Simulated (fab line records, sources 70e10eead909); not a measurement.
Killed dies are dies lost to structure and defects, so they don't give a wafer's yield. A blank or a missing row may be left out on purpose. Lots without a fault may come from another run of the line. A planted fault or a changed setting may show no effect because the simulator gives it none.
fab line records | flow nand_harc
record lots=6 wafers=18 last_day=32
route steps=1302 shown A_STAIRCASE@639 END@1302
lots that met no fault: from a run of the same line without faults
start_h: hours from the record's first day to the start of the lot's first wafer shown | wait_h: hours since the lot's step before | " the same as in the row above | L1.1+2: a row that stands for several wafers | - no value, or no start given | * or withheld: withheld | < > ~ a bound
route shown NAME@n: a module of which the file shows steps, and the number in the route of the first | usual: mean/standard deviation of fault-free wafers | same: alike in all rows | chamber/n: place in a boat | sites: the reading at each site | _std_site: their standard deviation | _edge_site: outer sites' mean less inner sites' | radius_mm: how far each site lies from the wafer's centre | mask NAME#n: copy n | behind: the tool/chamber that last shaped the wafer | hold: why the lot was held/for how many hours/how that ended | device: the transistor (n, p or np) that didn't switch | end of line: the same wafers' tests at the end of the route | a step without rows: its recipe alone | killed: dies lost to structure and defects at the first sort, not the wafer's yield | map: a wafer's dies, x killed, . not, _ none there
set.NAME: the setting as run; set.NAME@STEP: as run at that earlier step | model.NAME: the simulator's own value behind a step, which no gauge read
lots at some steps of the route; a table a step, a row a wafer
services: from which hour (start_h, from the record's first day; less than 0 if before it) a tool's chamber was out of use, for how many hours, and why
## steps
# step NHARC_A_STAIRCASE_DEP_156
# recipe target_thk_a=500 temp_c=400 target_thk_nm=50 flow_sccm=200 rf_w=450 material=SiNx
# usual heater_power_w=708/110 showerhead_vpp_V=1300/60
# columns lot.wafer tool chamber start_h wait_h heater_power_w showerhead_vpp_V
L277.2 pecvd-01 0 349.96 0.1 733 1223
L277.4 " 1 " " 510 1371
L277.5 " 2 " " 914 1329
L282.2 pecvd-01 2 406.22 0.1 888 1344
L282.4 " 1 " " 565 1336
L282.6 " 2 " " 898 1351
L285.3 pecvd-04 2 430.79 0.1 643 1290
L285.2 " 0 " " 601 1226
L285.6 " 2 " " 650 1301
L290.3 pecvd-03 1 470.44 0.1 823 1416
L290.2 " 2 " " 710 1338
L290.4 " 1 " " 830 1385
L294.3 pecvd-01 2 514.80 0.1 918 1325
L294.2 " 0 " " 757 1209
L294.6 " 0 " " 761 1197
L297.1 pecvd-04 1 554.16 0.1 650 1236
L297.6 " 2 " " 728 1321
L297.4 " 1 " " 655 1259
# step NHARC_A_STAIRCASE_DEHYDRATE_158
# recipe temp_c=150 time_s=120
# step NHARC_A_STAIRCASE_HMDS_159
# recipe time_s=30
# step NHARC_A_STAIRCASE_COAT_160
# recipe spin_rpm=1200
# step NHARC_A_STAIRCASE_SOFTBAKE_161
# recipe temp_c=135 time_s=170
# step NHARC_A_STAIRCASE_EBR_162
# step NHARC_A_STAIRCASE_EXPOSE_163
# recipe na=0.5 dose_mj=20.01 mask_id=STAIR_OPEN
# step NHARC_A_STAIRCASE_PEB_164
# recipe peb_temp_c=115 peb_time_s=130
# step NHARC_A_STAIRCASE_DEVELOP_165
# recipe time_s=140
# step NHARC_A_STAIRCASE_HARDBAKE_167
# recipe temp_c=120 time_s=140
# step NHARC_A_STAIRCASE_DESCUM_168
# recipe time_s=3 o2_flow_sccm=200 ar_flow_sccm=0 bias_power_w=0 chemistry=O2
# usual drypump_motor_current_A=5.9/0.54 oes_product_au=1.006/0.013 rf_vpp_V=57.9/0.83 showerhead_plenum_p_Torr=1.95/0.072 throttle_valve_pct=11.312/0.009
# same bias_power_w=0 time_s=3
# columns lot.wafer tool chamber start_h wait_h drypump_motor_current_A oes_product_au rf_hours_counter_h rf_vpp_V showerhead_plenum_p_Torr throttle_valve_pct
L277.4 rie_diel-04 3 350.76 - 5.6 0.996 60 56.9 2.00 11.308
L277.2 " 0 " " 5.9 1.011 56 57.7 1.97 11.325
L277.5 " 0 " " 5.9 1.017 - 58.4 1.97 11.324
L282.4 rie_diel-13 1 407.15 - 6.5 1.000 17 56.4 2.05 11.318
L282.2 " 3 " " 6.0 0.987 12 58.0 1.91 11.317
L282.6 " 0 " " 5.3 0.995 - 58.0 1.91 11.313
L285.3 rie_diel-13 0 431.77 - 5.3 0.994 25 58.8 1.90 11.322
L285.2 " 1 " " 6.5 0.995 24 58.8 2.05 11.325
L285.6 " 0 " " 5.3 0.984 - 57.9 1.90 11.312
L290.3 rie_diel-04 1 471.78 - 5.8 0.997 46 57.2 1.97 11.316
L290.2 " 3 " " 5.6 1.009 37 57.4 1.98 11.309
L290.4 " 0 " " 5.9 1.007 - 57.7 1.96 11.316
L294.3 rie_diel-04 0 515.77 - 5.9 1.026 55 57.8 1.95 11.314
L294.2 " 1 " " 5.8 1.009 58 58.6 1.97 11.301
L294.6 " 2 " " 5.0 1.014 - 59.2 1.92 11.330
L297.4 rie_diel-13 3 555.09 - 6.1 0.986 8 56.3 1.89 11.299
L297.1 " 1 " " 6.5 1.011 8 58.6 2.04 11.344
L297.6 " 2 " " 4.9 0.998 - 57.7 1.81 11.306
# step NHARC_A_STAIRCASE_ETCH_169
# recipe target_depth_a=500 time_s=107.1 ion_energy_ev=120 ch3f_flow_sccm=50 o2_flow_sccm=30 ar_flow_sccm=200 rf_w=500 bias_w=100 chemistry=CH3F/O2
# usual bias_w=99.91/0.28 drypump_motor_current_A=5.9/0.53 oes_product_au=0.963/0.017 rf_vpp_V=244.9/1.4 showerhead_plenum_p_Torr=2.50/0.087 throttle_valve_pct=20.662/0.0098
# same time_s=107.1
# columns lot.wafer tool chamber start_h wait_h bias_w drypump_motor_current_A oes_product_au rf_hours_counter_h rf_vpp_V showerhead_plenum_p_Torr throttle_valve_pct
L277.2 rie_diel-04 3 350.86 0.1 99.96 5.6 0.955 60 246.3 2.56 20.652
L277.4 " 0 " " 100.05 5.9 0.956 56 246.0 2.53 20.659
L277.5 " 2 " " 100.10 5.0 0.941 - 244.7 2.48 20.655
L282.2 rie_diel-13 0 407.24 0.1 100.12 5.3 0.858 15 243.3 2.45 20.644
L282.4 " 1 " " 99.91 6.5 0.954 17 247.2 2.63 20.671
L282.6 " 3 " " 99.93 6.1 0.861 - 245.4 2.45 20.664
L285.2 rie_diel-13 3 431.87 0.1 99.97 6.0 0.852 22 244.2 2.44 20.672
L285.3 " 0 " " 99.40 5.3 0.947 25 245.5 2.45 20.656
L285.6 " 0 " " 99.86 5.3 0.852 - 244.7 2.45 20.646
L290.2 rie_diel-04 1 472.05 0.2 100.17 5.8 0.929 46 244.9 2.53 20.654
L290.3 " 3 " " 99.79 5.6 0.931 38 244.2 2.55 20.656
L290.4 " 1 " " 99.64 5.8 0.934 - 245.0 2.53 20.667
L294.2 rie_diel-04 0 515.83 0.1 99.96 5.9 0.992 55 243.6 2.51 20.675
L294.3 " 1 " " 100.14 5.9 0.964 58 242.9 2.52 20.670
L294.6 " 0 " " 100.04 5.9 1.000 - 243.9 2.51 20.669
L297.1 rie_diel-13 1 555.19 0.1 99.65 6.5 0.981 8 246.7 2.61 20.658
L297.4 " 2 " " 100.18 4.9 0.953 8 243.1 2.33 20.664
L297.6 " 3 " " 100.40 6.0 0.943 - 244.0 2.43 20.688
# step NHARC_A_STAIRCASE_ETCH_170
# recipe target_depth_a=2000 time_s=66.667 ion_energy_ev=250 c4f6_flow_sccm=25 o2_flow_sccm=20 ar_flow_sccm=500 rf_w=600 bias_w=500 chemistry=C4F6/O2
# usual bias_w=500.0/1.4 drypump_motor_current_A=5.9/0.53 oes_product_au=0.981/0.017 rf_vpp_V=548.3/2.8 showerhead_plenum_p_Torr=3.99/0.13 throttle_valve_pct=26.903/0.0095
# same time_s=66.667
# columns lot.wafer tool chamber start_h wait_h bias_w drypump_motor_current_A oes_product_au rf_hours_counter_h rf_vpp_V showerhead_plenum_p_Torr throttle_valve_pct
L277.4 rie_diel-04 2 - - 502.6 5.0 0.980 59 547.9 3.96 26.896
L277.2 " 1 " " 500.4 5.9 0.970 54 548.5 4.06 26.913
L277.5 " 3 " " 502.2 5.6 0.992 - 551.0 4.08 26.891
L282.2 rie_diel-13 0 - - 499.5 5.4 0.978 16 546.9 3.91 26.900
L282.4 " 1 " " 498.7 6.5 0.975 17 551.5 4.18 26.903
L282.6 " 3 " " 497.2 6.0 0.963 - 547.2 3.91 26.899
L285.3 rie_diel-13 1 - - 500.2 6.5 0.969 24 551.5 4.18 26.908
L285.2 " 3 " " 498.5 6.0 0.957 22 546.2 3.90 26.887
L285.6 " 0 " " 501.5 5.3 0.970 - 545.9 3.91 26.901
L290.3 rie_diel-04 0 - - 499.8 5.9 1.013 42 548.1 4.00 26.920
L290.2 " 3 " " 498.5 5.6 1.004 38 550.6 4.05 26.897
L290.4 " 3 " " 499.9 5.6 0.995 - 549.6 4.05 26.913
L294.3 rie_diel-04 1 - - 500.2 5.8 1.008 58 549.1 4.02 26.905
L294.2 " 2 " " 500.5 5.0 0.991 38 548.3 3.93 26.901
L294.6 " 0 " " 498.5 5.9 1.021 - 547.6 4.00 26.901
L297.4 rie_diel-13 1 - - 500.2 6.5 0.990 8 551.4 4.15 26.914
L297.1 " 0 " " 500.2 5.3 0.983 8 545.4 3.88 26.889
L297.6 " 2 " " 501.1 4.9 0.981 - 543.5 3.72 26.903
# step NHARC_END_SORT_01
# recipe temp_c=25
# usual killed_at_array=59/20 killed_at_other=0.8/1.1 killed_at_periphery=5/3.1 killed_dies=64/21 killed_open=3.4/1.9 killed_short=2.3/1.7
# same gross_dies=677
# columns lot.wafer tool chamber start_h wait_h killed_at_array killed_at_other killed_at_periphery killed_dies killed_open killed_short
L282.2 prober-01 0 610.66 2.8 81 0 0 81 4 0
L290.2 prober-01 0 690.34 2.8 63 0 6 69 3 2
L290.3 prober-01 0 691.15 3.1 61 0 3 64 1 1
L290.4 prober-01 0 691.95 3.4 75 0 5 80 4 2
L297.1 prober-01 0 761.46 2.5 55 2 2 59 1 4
L297.4 prober-01 0 763.87 3.4 56 4 3 63 4 9
L297.6 prober-01 0 765.47 4.0 66 3 4 73 8 1
# killed by level:class
L282.2 A_CHANNEL_HOLE_D1:chamber_film_flake=33 A_SLIT:chamber_film_flake=31 A_CHANNEL_HOLE_D2:chamber_film_flake=6 A_CHANNEL_FILL_D2:geometric_particle:open=2 A_M0:geometric_particle:open=2 A_STAIRCASE:chamber_film_flake=2 A_CONTACT:chamber_film_flake=2 A_ZERO_WELL:chamber_film_flake=1
L290.2 A_SLIT:chamber_film_flake=27 A_CHANNEL_HOLE_D2:chamber_film_flake=14 A_CHANNEL_HOLE_D1:chamber_film_flake=7 A_CONTACT:chamber_film_flake=4 P_CONTACT:chamber_film_flake=3 A_STAIRCASE:chamber_film_flake=3 A_SGD_CUT:chamber_film_flake=2 A_M1:chamber_film_flake=2
L290.3 A_CHANNEL_HOLE_D2:chamber_film_flake=24 A_SLIT:chamber_film_flake=19 A_STAIRCASE:chamber_film_flake=3 A_SGD_CUT:chamber_film_flake=3 A_CONTACT:chamber_film_flake=3 P_BONDPAD:chamber_film_flake=2 A_ZERO_WELL:chamber_film_flake=2 A_CHANNEL_HOLE_D1:chamber_film_flake=2
L290.4 A_SLIT:chamber_film_flake=34 A_CHANNEL_HOLE_D2:chamber_film_flake=15 A_CHANNEL_HOLE_D1:chamber_film_flake=5 P_CONTACT:chamber_film_flake=3 A_STAIRCASE:chamber_film_flake=3 A_SGD_CUT:chamber_film_flake=3 A_CONTACT:chamber_film_flake=3 A_M1:chamber_film_flake=2
L297.1 A_SLIT:chamber_film_flake=26 A_CONTACT:chamber_film_flake=11 A_CHANNEL_HOLE_D1:chamber_film_flake=10 A_STAIRCASE:chamber_film_flake=3 A_ZERO_WELL:chamber_film_flake=2 P_M0:geometric_particle:short=1 A_ONON_D2:geometric_particle:short=1 A_M0:geometric_particle:open=1
L297.4 A_SLIT:chamber_film_flake=25 A_CHANNEL_HOLE_D1:chamber_film_flake=11 A_CONTACT:chamber_film_flake=5 THIN_TSV:chamber_film_flake=4 A_ONON_D1:geometric_particle:short=2 A_CHANNEL_HOLE_D2:chamber_film_flake=2 P_M1:geometric_particle:short=1 A_CHANNEL_HOLE_D1:geometric_particle:open=1
L297.6 A_SLIT:chamber_film_flake=33 A_CHANNEL_HOLE_D1:chamber_film_flake=19 A_M0:geometric_particle:open=4 A_CONTACT:chamber_film_flake=4 P_GATE:chamber_film_flake=3 THIN_TSV:chamber_film_flake=3 P_CONTACT:geometric_particle:open=1 A_ONON_D1:geometric_particle:open=1
## services
# columns tool chamber start_h hours kind
rie_diel-04 0 336.83 - clean
rie_diel-04 1 336.83 - clean
rie_diel-04 2 336.83 - clean
rie_diel-04 3 336.83 - clean
rie_diel-13 - 342.12 9.0 pm
rie_diel-13 0 342.12 9.0 vent_cycle
rie_diel-04 - 355.03 9.0 pm
pecvd-03 - 366.00 13.0 pm
rie_diel-13 3 367.40 20.9 repair
rie_diel-04 2 368.63 3.7 repair
rie_diel-13 2 377.01 6.5 repair
pecvd-03 2 385.59 7.6 repair
rie_diel-04 3 385.98 1.7 repair
rie_diel-13 2 418.27 18.2 repair
rie_diel-04 2 440.61 33.2 repair
pecvd-04 - 450.16 13.0 pm
pecvd-03 0 485.10 21.7 repair
pecvd-01 - 492.25 13.0 pm
pecvd-01 - 516.97 3.1 repair
rie_diel-13 - 519.17 9.0 pm
rie_diel-04 - 532.03 9.0 pm
pecvd-03 - 547.00 13.0 pm
rie_diel-13 2 547.64 2.1 repair
pecvd-04 2 554.84 16.2 repair
## key
first_sign step=NHARC_A_STAIRCASE_ETCH_169 reading=oes_product_au direction=down sigmas=6.2 usual=0.963 struck=0.856
effect none on later readings
met_at NHARC_A_STAIRCASE_ETCH_169
struck_wafers L282.2,L282.6,L285.2,L285.6
tester_left_out L282,L285
fault kind=process_parameter_drift tool=rie_diel-13 chamber=- onset_h=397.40 steps=NHARC_A_STAIRCASE_ETCH_169 channel=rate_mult offset=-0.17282 shape=step end_h=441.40 scope=struck_wafers_only
# tester_left_out: of these lots the tester's yield and bins aren't shown, on N5 and GAA mostly nor the transistor test; their killed dies are dies lost to structure and defects alone, not to doping, threshold or leakage, so they don't give the yield
